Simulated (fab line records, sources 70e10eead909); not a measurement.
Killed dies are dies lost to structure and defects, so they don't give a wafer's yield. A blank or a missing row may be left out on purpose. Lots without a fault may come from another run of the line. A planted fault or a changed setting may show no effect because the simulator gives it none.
Which tool did it? | flow nand_harc | 12 lots, 36 wafers sampled, at 6 steps of a route of 1302

WHAT THE GAUGES READ, wafer by wafer
NHARC_P_GATE_INSPECT_68. Usual: raw_defect_count 189, standard deviation 65.
lot  | measured     | on                | raw_defect_count | flag
L807 | day 6 01:58  | defect_inspect-01 | 352 243 307      |
L809 | day 6 13:02  | defect_inspect-02 | 157 178 175      |
L811 | day 7 15:24  | defect_inspect-02 | 205 185 193      |
L815 | day 9 04:09  | defect_inspect-02 | 199 185 148      |
L816 | day 9 08:21  | defect_inspect-02 | 675 634 645      | OFF
L819 | day 10 18:08 | defect_inspect-01 | 702 537 558      | OFF
L824 | day 13 02:26 | defect_inspect-02 | 182 188 154      |
L825 | day 13 08:38 | defect_inspect-01 | 220 271 282      |
L826 | day 13 20:32 | defect_inspect-01 | 175 187 166      |
L827 | day 14 12:50 | defect_inspect-01 | 250 201 157      |
L829 | day 15 05:59 | defect_inspect-01 | 186 102 92       |
L830 | day 15 09:18 | defect_inspect-01 | 114 108 100      |

NHARC_P_CONTACT_CD_MEAS_12: target cd 90 nm. Usual: cd_nm 90.0 nm, standard deviation 0.62.
lot  | measured     | on        | cd_nm (nm)     | flag
L807 | day 6 03:36  | cd_sem-02 | 91.3 89.9 90.7 |
L809 | day 6 14:31  | cd_sem-01 | 90.1 89.8 89.6 |
L811 | day 7 17:08  | cd_sem-03 | 91.1 91.1 90.1 |
L815 | day 9 05:45  | cd_sem-03 | 90.7 89.9 90.6 |
L816 | day 9 09:57  | cd_sem-02 | 90.4 90.2 90.6 |
L819 | day 10 19:37 | cd_sem-03 | 89.7 89.9 90.4 |
L824 | day 13 04:02 | cd_sem-01 | 89.3 90.2 90.1 |
L825 | day 13 10:15 | cd_sem-01 | 90.4 90.4 89.9 |
L826 | day 13 22:10 | cd_sem-02 | 90.8 90.3 90.0 |
L827 | day 14 14:27 | cd_sem-01 | 89.9 89.6 90.6 |
L829 | day 15 07:39 | cd_sem-02 | 90.6 90.5 90.1 |
L830 | day 15 10:55 | cd_sem-01 | 91.0 90.5 90.1 |

NHARC_END_SORT_01. Usual: killed_at_array 62, standard deviation 20; killed_at_other 0.8, standard deviation 1.1; killed_at_periphery 3.5, standard deviation 2.4; killed_dies 66, standard deviation 21; killed_open 3.5, standard deviation 1.9; killed_short 2.5, standard deviation 1.7.
lot  | measured     | on        | killed_at_array | killed_at_other | killed_at_periphery | killed_dies | killed_open | killed_short | flag
L816 | day 27 19:41 | prober-02 | 49 65 84        | 2 1 1           | 46 64 59            | 97 130 144  | 5 8 1       | 3 1 2        | OFF
L819 | day 29 16:53 | prober-02 | 79 72 76        | 0 1 0           | 47 60 70            | 126 133 146 | 4 1 4       | 3 1 3        | OFF

WHICH TOOL RAN EACH LOT (tool, then ch and the chambers of the sampled wafers, then the start)
lot  | NHARC_P_GATE_ETCH_114              | NHARC_P_GATE_DESCUM_93             | NHARC_P_GATE_RTA_64
L807 | rie_diel-04 ch 0,2, day 5 07:00    | rie_diel-04 ch 0,1,2, day 5 23:03  | rtp_anneal-01 ch 0, day 6 00:42
L809 | rie_diel-09 ch 0,2,3, day 5 19:00  | rie_diel-09 ch 2,3, day 6 10:08    | rtp_anneal-02 ch 0, day 6 11:47
L811 | rie_diel-04 ch 1,2, day 6 21:00    | rie_diel-10 ch 0,1,2, day 7 12:31  | rtp_anneal-02 ch 0, day 7 14:13
L815 | rie_diel-09 ch 1,2,3, day 8 10:04  | rie_diel-04 ch 0,2,3, day 9 01:14  | rtp_anneal-01 ch 0, day 9 02:53
L816 | rie_diel-09 ch 0,1,3, day 8 14:00  | rie_diel-04 ch 0,3, day 9 05:25    | rtp_anneal-01 ch 0, day 9 07:04
L819 | rie_diel-09 ch 0,1,2, day 10 00:00 | rie_diel-10 ch 0,2,3, day 10 15:09 | rtp_anneal-02 ch 0, day 10 16:50
L824 | rie_diel-10 ch 1,2,3, day 12 08:00 | rie_diel-04 ch 0,2,3, day 12 23:08 | rtp_anneal-01 ch 0, day 13 00:49
L825 | rie_diel-10 ch 0,2,3, day 12 12:00 | rie_diel-10 ch 0,2,3, day 13 05:44 | rtp_anneal-02 ch 0, day 13 07:23
L826 | rie_diel-04 ch 2,3, day 13 02:00   | rie_diel-09 ch 0,1,3, day 13 17:24 | rtp_anneal-01 ch 0, day 13 19:16
L827 | rie_diel-10 ch 1,2,3, day 13 18:00 | rie_diel-10 ch 0,1,3, day 14 09:56 | rtp_anneal-01 ch 0, day 14 11:35
L829 | rie_diel-10 ch 0,1,2, day 14 12:00 | rie_diel-10 ch 0,1, day 15 03:06   | rtp_anneal-02 ch 0, day 15 04:44
L830 | rie_diel-04 ch 0,1,2, day 14 13:00 | rie_diel-04 ch 0,2,3, day 15 06:11 | rtp_anneal-01 ch 0, day 15 08:05
- NHARC_P_GATE_ETCH_114: etches the open film in CF4/O2, target depth 30 nm, overetch 3 nm, time 16.5 s.
- NHARC_P_GATE_DESCUM_93: chemistry O2, time 3 s.
- NHARC_P_GATE_RTA_64: time 1 s.

WHAT THE TOOLS THEMSELVES READ (means of the sampled wafers that have a number; where no wafer has one, the mark that the record gives instead)
NHARC_P_GATE_ETCH_114. Usual: drypump_motor_current_A 5.7 A, standard deviation 0.46; oes_product_au 0.998 a.u., standard deviation 0.011; rf_vpp_V 198.6 V, standard deviation 1.3; showerhead_plenum_p_Torr 1.37 Torr, standard deviation 0.05; throttle_valve_pct 13.397 %, standard deviation 0.009.
lot  | tool        | drypump_motor_current_A (A) | oes_product_au (a.u.) | rf_vpp_V (V) | showerhead_plenum_p_Torr (Torr) | throttle_valve_pct (%) | flag
L807 | rie_diel-04 | 6.6                         | 1.005                 | 196.4        | 1.27                            | 13.399                 |
L809 | rie_diel-09 | 6.1                         | 0.999                 | 198.5        | 1.40                            | 13.398                 |
L811 | rie_diel-04 | 5.9                         | 1.015                 | 197.5        | 1.32                            | 13.400                 |
L815 | rie_diel-09 | 5.8                         | 0.989                 | 199.4        | 1.40                            | 13.394                 |
L816 | rie_diel-09 | 5.9                         | 0.995                 | 199.7        | 1.39                            | 13.394                 |
L819 | rie_diel-09 | 5.9                         | 1.000                 | 198.4        | 1.39                            | 13.399                 |
L824 | rie_diel-10 | 5.5                         | 1.002                 | 198.1        | 1.37                            | 13.397                 |
L825 | rie_diel-10 | 5.7                         | 0.994                 | 199.3        | 1.39                            | 13.400                 |
L826 | rie_diel-04 | 5.8                         | 0.998                 | 197.6        | 1.33                            | 13.399                 |
L827 | rie_diel-10 | 5.5                         | 1.012                 | 197.7        | 1.37                            | 13.390                 |
L829 | rie_diel-10 | 5.6                         | 0.996                 | 197.8        | 1.35                            | 13.397                 |
L830 | rie_diel-04 | 6.2                         | 1.005                 | 196.8        | 1.30                            | 13.399                 |

NHARC_P_GATE_DESCUM_93. Usual: drypump_motor_current_A 5.8 A, standard deviation 0.57; oes_product_au 1.003 a.u., standard deviation 0.012; rf_vpp_V 58.0 V, standard deviation 0.89; showerhead_plenum_p_Torr 1.95 Torr, standard deviation 0.085; throttle_valve_pct 11.312 %, standard deviation 0.0092.
lot  | tool        | drypump_motor_current_A (A) | oes_product_au (a.u.) | rf_vpp_V (V) | showerhead_plenum_p_Torr (Torr) | throttle_valve_pct (%) | flag
L807 | rie_diel-04 | 6.3                         | 1.006                 | 57.4         | 1.86                            | 11.310                 |
L809 | rie_diel-09 | 6.0                         | 1.016                 | 58.6         | 2.03                            | 11.309                 |
L811 | rie_diel-10 | 5.6                         | 0.988                 | 57.8         | 1.94                            | 11.301                 |
L815 | rie_diel-04 | 6.0                         | 1.012                 | 57.8         | 1.90                            | 11.315                 |
L816 | rie_diel-04 | 5.5                         | 1.006                 | 58.3         | 1.98                            | 11.318                 |
L819 | rie_diel-10 | 5.7                         | 0.997                 | 57.9         | 1.99                            | 11.314                 |
L824 | rie_diel-04 | 6.0                         | 0.997                 | 58.4         | 1.90                            | 11.311                 |
L825 | rie_diel-10 | 5.7                         | 0.997                 | 58.4         | 1.99                            | 11.302                 |
L826 | rie_diel-09 | 5.8                         | 0.997                 | 58.5         | 1.99                            | 11.320                 |
L827 | rie_diel-10 | 5.6                         | 1.001                 | 59.4         | 1.99                            | 11.318                 |
L829 | rie_diel-10 | 5.5                         | 0.998                 | 57.3         | 1.94                            | 11.305                 |
L830 | rie_diel-04 | 6.0                         | 1.011                 | 57.0         | 1.90                            | 11.317                 |

NHARC_P_GATE_RTA_64. Usual: lamp_power_pct 37 %, standard deviation 5.8; wafer_temp_C_max 1056.2, standard deviation 1.3.
lot  | tool          | lamp_power_pct (%) | wafer_temp_C_max | flag
L807 | rtp_anneal-01 | 42                 | 1055.5           |
L809 | rtp_anneal-02 | 30                 | 1055.8           |
L811 | rtp_anneal-02 | 30                 | 1056.0           |
L815 | rtp_anneal-01 | 42                 | 1057.0           |
L816 | rtp_anneal-01 | 42                 | 1056.5           |
L819 | rtp_anneal-02 | 30                 | 1055.9           |
L824 | rtp_anneal-01 | 42                 | 1055.6           |
L825 | rtp_anneal-02 | 30                 | 1056.2           |
L826 | rtp_anneal-01 | 42                 | 1055.8           |
L827 | rtp_anneal-01 | 42                 | 1056.5           |
L829 | rtp_anneal-02 | 30                 | 1055.6           |
L830 | rtp_anneal-01 | 42                 | 1057.0           |

THE ANSWER, worked out from the rows above alone
Rule: a lot is off if the mean of its wafers that have a number lies more than 3 standard deviations from the usual mean. A lot without any number at a reading at which 4 lots or more have one is off too. The other lots that the step has rows for count as sound. The gauges are gone through in route order, then the tools' own readings, and for those a lot's mean is taken as printed above. The first step at which some lot is off is used, and at that step the reading that is off furthest; a lot without a number counts as furthest.
Off: L816, L819, at NHARC_P_GATE_INSPECT_68 (raw_defect_count).
A tool fits if, at a process step before that reading, it ran every lot that is off, and no sound lot after the first of them. The gauges at NHARC_P_GATE_INSPECT_68 aren't tried: what is off there is off at NHARC_END_SORT_01 too, on other tools, and a gauge's error can't cause that. One fits: rie_diel-09 at NHARC_P_GATE_ETCH_114. Its last sound lot is L815 (day 8 10:04), its first lot that is off L816 (day 8 14:00): a fault that began between those two fits.

WHAT THE SIMULATOR HAD PUT IN
Chamber particle source: rie_diel-09, from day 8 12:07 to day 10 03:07, at NHARC_P_GATE_ETCH_114. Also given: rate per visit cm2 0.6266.
Lots struck among those shown: L816, L819. The rule above found the same.
